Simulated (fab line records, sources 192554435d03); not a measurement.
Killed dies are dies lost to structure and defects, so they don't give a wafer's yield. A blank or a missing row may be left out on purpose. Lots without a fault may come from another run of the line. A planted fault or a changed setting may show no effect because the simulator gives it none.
One fault seen from 2 desks | flow n5_finfet | each desk has only its own numbers; what lay behind them comes last

THE TOOL OWNER'S DESK: rie_metal-01
The tool's own readings at N5_PASSIVATION_ETCH_59 (etches TaN in Cl2/BCl3, target depth 65 nm, time 34.9 s): means of the sampled wafers that have a number, for each lot that ran on this tool. A lot is out of limits, marked OUT, if its mean lies more than 4 standard deviations from the usual mean; the brackets give that distance.
Columns: A = bcl3_flow_sccm at N5_PASSIVATION_ETCH_59, usual 30.00 sccm; B = drypump_motor_current_A at N5_PASSIVATION_ETCH_59, usual 6.0 A; C = mfc_cl2_sccm at N5_PASSIVATION_ETCH_59, usual 59.97 sccm; D = oes_product_au at N5_PASSIVATION_ETCH_59, usual 0.78 a.u.; E = throttle_valve_pct at N5_PASSIVATION_ETCH_59, usual 21.14 %
lot  | first seen here | A     | B   | C     | D    | E
L217 | day 11 12:11    | 30.04 | 5.8 | 59.66 | 0.77 | 21.09
L219 | day 12 07:10    | 30.01 | 5.8 | 60.04 | 0.77 | 21.07
L231 | day 15 11:47    | 29.96 | 5.8 | 59.75 | 0.90 | 20.74
L233 | day 15 12:43    | 30.09 | 5.8 | 59.90 | 0.88 | 20.81
L232 | day 15 15:19    | 30.01 | 5.8 | 59.99 | 0.88 | 20.79
This desk's finding: nothing out of limits on any of the 5 lots.

THE DEFECT DESK
What the inspections along the route counted, lot by lot: means of the sampled wafers that have a number. A lot is out of limits, marked OUT, if its mean lies more than 4 standard deviations from the usual mean; the brackets give that distance.
Columns: A = raw_defect_count at N5_PASSIVATION_INSPECT_61, usual 2.0
lot  | first seen here | A
L217 | day 11 10:04    | 1.7
L219 | day 12 04:43    | 2.3
L220 | day 12 13:52    | 2.0
L221 | day 12 23:52    | 1.3
L222 | day 13 03:38    | 1.0
L223 | day 13 11:05    | 2.0
L224 | day 13 11:33    | 2.7
L227 | day 14 03:16    | 1.0
L231 | day 15 09:06    | 5.0
L233 | day 15 10:27    | 2.0
L232 | day 15 12:33    | 1.5
L239 | day 17 04:00    | 1.0
L240 | day 17 16:26    | 1.0
This desk's finding: nothing out of limits on any of the 13 lots.

PUT TOGETHER
The tool owner's desk saw nothing out of limits.
The defect desk saw nothing out of limits.

WHAT THE SIMULATOR HAD PUT IN
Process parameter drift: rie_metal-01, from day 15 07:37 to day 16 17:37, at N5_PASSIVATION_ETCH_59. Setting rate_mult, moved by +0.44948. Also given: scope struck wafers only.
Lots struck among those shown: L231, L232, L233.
